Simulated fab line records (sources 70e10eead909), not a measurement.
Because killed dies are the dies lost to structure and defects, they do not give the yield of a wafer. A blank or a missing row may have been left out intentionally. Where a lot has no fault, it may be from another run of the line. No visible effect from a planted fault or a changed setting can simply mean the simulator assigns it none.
Which of the tools did it? || flow nand-harc || 18 wafers from 6 lots sampled at 3 of the route's 1159 steps

== WHAT EACH GAUGE READ, for each wafer ==
NHARC_P_GATE_CD_MEAS_46: target cd 720 nm.
{"lot": "L967", "measured": "day 5 21:05", "on": "cd-sem-03", "cd-nm (nm)": "721.8 720.2 721.8"}
{"lot": "L969", "measured": "day 6 05:07", "on": "cd-sem-01", "cd-nm (nm)": "719.3 720.7 718.3"}
{"lot": "L972", "measured": "day 6 21:28", "on": "cd-sem-01", "cd-nm (nm)": "720.8 719.4 719.7"}
{"lot": "L975", "measured": "day 7 19:48", "on": "cd-sem-01", "cd-nm (nm)": "721.8 723.1 722.9"}
{"lot": "L980", "measured": "day 8 23:55", "on": "cd-sem-02", "cd-nm (nm)": "702.2 701.3 701.9 702.5 701.6 702.4"}
{"lot": "L988", "measured": "day 11 03:33", "on": "cd-sem-03", "cd-nm (nm)": "720.7 718.7 719.9"}

== WHICH TOOL RAN EACH LOT (tool, then ch and the chambers of the sampled wafers, then the start) ==
{"lot": "L967", "NHARC_P_GATE_ETCHBACK_37": "rie-diel-06 ch 2,3, day 5 20:56 or earlier", "NHARC_P_GATE_EXPOSE_43": "krf-scanner-04 ch 0, day 5 20:56"}
{"lot": "L969", "NHARC_P_GATE_ETCHBACK_37": "rie-diel-04 ch 0,1, day 6 04:57 or earlier", "NHARC_P_GATE_EXPOSE_43": "krf-scanner-03 ch 0, day 6 04:57"}
{"lot": "L972", "NHARC_P_GATE_ETCHBACK_37": "rie-diel-04 ch 0,1,2, day 6 21:18 or earlier", "NHARC_P_GATE_EXPOSE_43": "krf-scanner-02 ch 0, day 6 21:18"}
{"lot": "L975", "NHARC_P_GATE_ETCHBACK_37": "rie-diel-04 ch 0,1, day 7 19:39 or earlier", "NHARC_P_GATE_EXPOSE_43": "krf-scanner-02 ch 0, day 7 19:39"}
{"lot": "L980", "NHARC_P_GATE_ETCHBACK_37": "rie-diel-06 ch 1,2, day 8 23:45 or earlier", "NHARC_P_GATE_EXPOSE_43": "krf-scanner-04 ch 0, day 8 23:45"}
{"lot": "L988", "NHARC_P_GATE_ETCHBACK_37": "rie-diel-04 ch 0,2,3, day 11 03:24 or earlier", "NHARC_P_GATE_EXPOSE_43": "krf-scanner-03 ch 0, day 11 03:24"}
- NHARC_P_GATE_ETCHBACK_37: etches the open film in CHF3/O2, target depth 34.5 nm, time 17.2 s.
- NHARC_P_GATE_EXPOSE_43: exposes mask P NSD, target cd 720 nm.

== THE ANSWER, worked out from the rows above alone ==
Rule: usual is defined by the lots themselves. Put in order of their means at a reading, lots are off if they are a third of the lots or fewer, leave a main group of 4 or more, and stand apart from it by a gap of 3 or more times the standard deviation of the main group's means; of several such gaps the widest counts. The tables above print the reading to a certain number of digits; a main group whose means all agree to those digits is not used. A lot without any number at a reading at which 4 lots or more have one is off too. All remaining lots with rows at the step are treated as sound.
Off: L980, at NHARC_P_GATE_CD_MEAS_46 (cd-nm). The main group: mean 720.6 nm, standard deviation 1.2.
If a tool, at a process step before that reading, ran all the lots that are off and no sound lot after the first of them, it fits. Gauges at NHARC_P_GATE_CD_MEAS_46: tried the same way as those tools. Because NHARC_P_GATE_ETCHBACK_37 lacks a start for some lots, the hours and order of its lots are taken from NHARC_P_GATE_EXPOSE_43. Can't be told from this: 3 tools fit, rie-diel-06 at NHARC_P_GATE_ETCHBACK_37, krf-scanner-04 at NHARC_P_GATE_EXPOSE_43, cd-sem-02 at NHARC_P_GATE_CD_MEAS_46.

== WHAT WAS PUT IN BY THE SIMULATOR ==
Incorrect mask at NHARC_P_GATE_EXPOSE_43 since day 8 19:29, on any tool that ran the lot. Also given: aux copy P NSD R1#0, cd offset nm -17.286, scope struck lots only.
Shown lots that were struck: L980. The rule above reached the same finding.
